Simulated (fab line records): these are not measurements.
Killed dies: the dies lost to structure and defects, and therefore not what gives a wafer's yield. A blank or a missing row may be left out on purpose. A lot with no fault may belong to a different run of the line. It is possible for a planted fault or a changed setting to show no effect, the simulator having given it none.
Comparing a struck lot with a sound one ; flow nand-harc ; 15 out of 1159 route steps
Sound: the wafers L554.1, L554.3, L554.6. Struck: wafers L540.1, L540.3, L540.6. The cause is given at the end.
At each step with rows: each side's tool, then ch and its chambers, then its first start. Under that, the readings that differ: sound wafers ; struck wafers ; difference of the means ; sigmas: that difference in standard deviations of wafers without a fault.
alike: readings with means less than 2 such deviations apart, plus words and numbers identical on both sides. not compared: withheld readings, readings lacking a value on some wafer, bounds such as >300 that could conceal the same value, and numbers that have no deviation in the record and whose values overlap.
The two part at a step that has a row with sigmas, a row that says differs or no value, or rows on one side only. Non-overlapping numbers with no deviation appear without sigmas and do not part them. Lack of a reading on every wafer of one side parts them only where that side has two or more wafers.

first, 1 step without rows for these wafers: NHARC_A_CONTACT_ETCH_78 (etches the open film in O2/COS, target depth 2800 nm, time 728 s).
NHARC_A_CONTACT_ETCH_124: etches the open film in C4F8/O2/Ar, time 140 s, target depth 700 nm.
  sound on har-cap-etch-03 ch 0,1, day 20 17:37; struck on har-cap-etch-01 ch 0,1, day 18 10:42
  alike: chamber-pressure-mTorr, oes-air-line-au
  not compared: rf-hours-counter-h
then, 3 steps without rows for these wafers: NHARC_A_CONTACT_ETCH_125 (etches the open film in C4F8/O2/Ar, time 155 s, target depth 956 nm); NHARC_A_CONTACT_ETCH_126 (etches the open film in C4F8/O2/Ar, time 155 s, target depth 956 nm); NHARC_A_CONTACT_ETCH_127 (etches the open film in C4F8/O2/Ar, time 155 s, target depth 956 nm).
NHARC_A_CONTACT_ETCH_128: etches the open film in C4F8/O2/Ar, time 155 s, target depth 956 nm.
  sound on har-cap-etch-03 ch 0,1, day 20 18:14; struck on har-cap-etch-01 ch 0,1, day 18 11:19
  alike: chamber-pressure-mTorr, oes-air-line-au
  not compared: rf-hours-counter-h
then, 3 steps without rows for these wafers: NHARC_A_CONTACT_ETCH_129 (etches the open film in C4F8/O2/Ar, time 155 s, target depth 956 nm); NHARC_A_CONTACT_ETCH_130 (etches the open film in C4F8/O2/Ar, time 155 s, target depth 956 nm); NHARC_A_CONTACT_ETCH_131 (etches the open film in C4F8/O2/Ar, time 155 s, target depth 956 nm).
NHARC_A_CONTACT_ETCH_132: etches the open film in C4F8/O2/Ar, time 156 s, target depth 958 nm.
  sound on har-cap-etch-03 ch 0,1, day 20 18:49; struck on har-cap-etch-01 ch 0,1, day 18 11:53
  alike: chamber-pressure-mTorr, oes-air-line-au
  not compared: rf-hours-counter-h
NHARC_A_CONTACT_ETCH_133: etches the open film in C4F8/O2/Ar, time 195 s, target depth 840 nm.
  sound on har-cap-etch-03 ch 0,1, day 20 18:58; struck on har-cap-etch-01 ch 0,1, day 18 12:01
  alike: chamber-pressure-mTorr, oes-air-line-au
  not compared: rf-hours-counter-h
NHARC_A_CONTACT_ETCH_91: etches the open film in CH3F/O2, target depth 40 nm, time 85.7 s.
  sound on rie-diel-07 ch 2,3, day 20 19:31; struck on rie-diel-01 ch 0,3, day 18 12:35
  alike: bias-w, ch3f-flow-sccm, drypump-motor-current-A, oes-product-au, rf-vpp-V, showerhead-plenum-p-Torr, throttle-valve-pct
  not compared: rf-hours-counter-h
NHARC_A_CONTACT_ETCH_97: etches the open film in C4F6/O2, target depth 20 nm, time 10 s.
  sound on rie-diel-07 ch 0,2, day 20 19:40; struck on rie-diel-01 ch 0,1,3, day 18 12:44
  no value came back on the struck wafers for any of 8 readings (bias-w (W), c4f6-flow-sccm (sccm) and others); on the sound wafers bias-w (W) reads 500.8 500.0 500.6
  not compared: rf-hours-counter-h
NHARC_A_CONTACT_CD_MEAS_80:
  struck on cd-sem-03, day 18 12:49; sound on cd-sem-02, day 20 19:44
  alike: cd-nm
-- record jumps: 2 days between struck wafers' starts before vs after; left off in module A_CONTACT, resumes in module END, first step shown is number 1159 of the route --
NHARC_END_SORT_01:
  the record has rows for the struck wafers here (prober-02 ch 0, day 20 23:36) and none for the sound ones

WHERE THEY PART
Earliest at NHARC_A_CONTACT_ETCH_97; latest, in this record, at NHARC_END_SORT_01.

WHY: what the simulator had put in
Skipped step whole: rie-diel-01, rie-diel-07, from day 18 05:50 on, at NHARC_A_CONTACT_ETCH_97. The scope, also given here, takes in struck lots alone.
